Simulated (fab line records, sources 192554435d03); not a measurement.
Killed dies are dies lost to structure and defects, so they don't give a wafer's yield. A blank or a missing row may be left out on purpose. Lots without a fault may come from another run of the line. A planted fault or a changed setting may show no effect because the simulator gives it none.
Chamber matching | flow n5_finfet | N5_SD_EPI_N_ETCH_35 on rie_diel-06: 4 sister chambers
The step etches SOC in N2/H2, overetch 108 nm, time 486 s. 4 wafers are shown with their chamber, then 8 later ones without.

WAFERS WITH THEIR CHAMBER
wafer  | chamber | showerhead_plenum_p_Torr (Torr)
L091.1 | 1       | 2.69
L091.2 | 2       | 2.44
L091.3 | 0       | 2.54
L092.2 | 3       | 2.41

WAFERS WITHOUT THEIR CHAMBER
wafer  | showerhead_plenum_p_Torr (Torr)
L092.4 | 2.54
L092.5 | 2.44
L093.1 | 2.54
L093.5 | 2.54
L093.6 | 2.41
L094.1 | 2.44
L094.3 | 2.40
L094.4 | 2.69

WHICH CHAMBER EACH WENT THROUGH
wafer  | from the rows above | in truth
L092.4 | 0                   | 0
L092.5 | 2                   | 2
L093.1 | 0                   | 0
L093.5 | 0                   | 0
L093.6 | 3                   | 3
L094.1 | 2                   | 2
L094.3 | 3                   | 3
L094.4 | 1                   | 1
Placed correctly: 8 of 8. Can't be placed from these rows: 0. Placed wrongly: 0.
How it was worked out, from the rows above alone: a wafer's distance from a chamber is the root of the sum, over the readings, of the square of ((its reading less the chamber's mean) divided by the reading's scatter). The wafer belongs to the nearest chamber; if the next one is less than 2 further off, it can't be placed. A chamber's mean is the mean of its shown wafers. The scatter: with one shown wafer a chamber, the root of the mean of the squares of how far each hidden wafer lies from its nearest shown one.
